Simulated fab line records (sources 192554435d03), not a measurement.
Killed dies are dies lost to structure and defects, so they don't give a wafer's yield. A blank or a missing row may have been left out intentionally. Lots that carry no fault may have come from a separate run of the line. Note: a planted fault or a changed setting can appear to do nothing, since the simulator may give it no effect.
8D (eight disciplines) problem report, filled in by code + flow n5-finfet + the parts of the form that need people (team, actions taken, sign-off) are left out

== 1. WHAT IS WRONG ==
exposure-dose-mJ-cm2 at N5_MOL_CONTACT_COAG_EXPOSE_37 reads a mean of 63.20 on 6 wafers of 2 lots; wafers without a fault read 61.98 with a standard deviation of 0.076. Measured from the usual mean, that is +16 standard deviations.
The step: exposes mask VD, defocus 0 nm.
Earliest sighting: wafer L655.1 on euv-scanner-02 at day 6 19:59. The record holds 24 wafers of 8 lots with a number at this step. By rule, "out" or "out of limits" means more than 4 standard deviations away from the usual mean. All remaining wafers that have a number are taken as sound.

== 2. WHAT THIS IS AND IS NOT ==
| question                    | is                     | is not                                                                                |
|-----------------------------|------------------------|---------------------------------------------------------------------------------------|
| which readings at this step | exposure-dose-mJ-cm2   | reticle-temp-C                                                                        |
| which lots                  | L655, L656             | L649, L651, L666, L667, L670, L671                                                    |
| which wafers of those lots  | all that have a number | -                                                                                     |
| read on which tools         | euv-scanner-02         | euv-scanner-01                                                                        |
| when                        | from day 6 19:59       | up to then (6 sound wafers); but 12 sound wafers of L666, L667, L670, L671 came after |

== 3. WHAT RULES OUT EACH SUSPECT ==
Counting: a tool stays on the suspect list if, at a process step up to the reading, it processed all lots that are out and no sound lot following the first of them.
- rie-diel-01 at N5_MOL_CONTACT_COAG_VIA_ETCH_46 (etches SiO2 in C4F6/O2, target depth 46 nm, overetch 9.2 nm, time 40 s): ruled out as a lasting fault. After its first lot that is out, L655 (day 6 19:21), sound lots L671 ran on it.
- euv-scanner-02 at N5_MOL_CONTACT_COAG_EXPOSE_37 (exposes mask VD, defocus 0 nm): kept. It processed each lot that is out, first L655 at day 6 19:59, and no sound lot thereafter; up to then, the last sound lot it processed was L651 at day 6 07:12. On those wafers its own readings are out: exposure-dose-mJ-cm2.
The count leaves euv-scanner-02 at N5_MOL_CONTACT_COAG_EXPOSE_37.

== 4. THE CAUSE (what the simulator had put in) ==
Drift in process parameters on euv-scanner-02 at N5_MOL_CONTACT_COAG_EXPOSE_37, starting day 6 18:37. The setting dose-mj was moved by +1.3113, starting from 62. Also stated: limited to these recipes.
After counting, this tool was the only one left.

== 5. THE CHAIN OF EFFECTS, in route order ==
Each row: a reading whose mean over the struck wafers that have a number lies more than 3 standard deviations from the usual. Only readings for which the record gives a usual standard deviation are gone through. hours: the time from each lot's start at the first step in this table that gives one to its start at this step, as a median over the lots. sigmas: the change in usual standard deviations.
| hours | step                          | reading              | usual | on struck wafers | change | sigmas |
|-------|-------------------------------|----------------------|-------|------------------|--------|--------|
| 0     | N5_MOL_CONTACT_COAG_EXPOSE_37 | exposure-dose-mJ-cm2 | 61.98 | 63.20            | +1.22  | +16    |
The process steps in it:
- N5_MOL_CONTACT_COAG_EXPOSE_37: exposes mask VD, defocus 0 nm.
At these later measuring or inspecting steps, every struck wafer for which the step has a row has a number for every such reading, and none has moved that far: N5_BEOL_M4_RC_MEAS_101.

== 6. HOW IT WOULD HAVE BEEN CAUGHT EARLIER ==
In this record the first reading out of limits was taken at day 6 19:59, 1 hour after the fault began at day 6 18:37.
